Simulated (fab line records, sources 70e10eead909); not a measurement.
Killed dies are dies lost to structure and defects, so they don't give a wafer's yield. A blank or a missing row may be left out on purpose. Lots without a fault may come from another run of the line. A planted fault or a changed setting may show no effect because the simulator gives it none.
Chamber matching | flow nand_harc | NHARC_P_CONTACT_CMP_01 on cmp-03: 4 sister chambers
The step polishes SiO2, target thk 200 nm. 4 wafers are shown with their chamber, then 7 later ones without.

WAFERS WITH THEIR CHAMBER
wafer  | chamber | motor_current_A (A)
L078.2 | 0       | 11.8
L086.6 | 1       | 11.3
L088.1 | 2       | 10.9
L088.3 | 3       | 12.0

WAFERS WITHOUT THEIR CHAMBER
wafer  | motor_current_A (A)
L088.4 | 11.4
L094.1 | 11.6
L094.2 | 11.8
L094.5 | 11.0
L097.1 | 11.0
L097.3 | 11.4
L097.6 | 11.3

WHICH CHAMBER EACH WENT THROUGH
wafer  | from the rows above          | in truth
L088.4 | 1                            | 1
L094.1 | can't be placed: 0 or 1 or 3 | 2
L094.2 | can't be placed: 0 or 3      | 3
L094.5 | can't be placed: 2 or 1      | 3
L097.1 | can't be placed: 2 or 1      | 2
L097.3 | 1                            | 1
L097.6 | 1                            | 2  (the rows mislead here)
Placed correctly: 2 of 7. Can't be placed from these rows: 4 (the true chamber is among the candidates in 2). Placed wrongly: 1.
How it was worked out, from the rows above alone: a wafer's distance from a chamber is the root of the sum, over the readings, of the square of ((its reading less the chamber's mean) divided by the reading's scatter). The wafer belongs to the nearest chamber; if the next one is less than 2 further off, it can't be placed. A chamber's mean is the mean of its shown wafers. The scatter: with one shown wafer a chamber, the root of the mean of the squares of how far each hidden wafer lies from its nearest shown one.
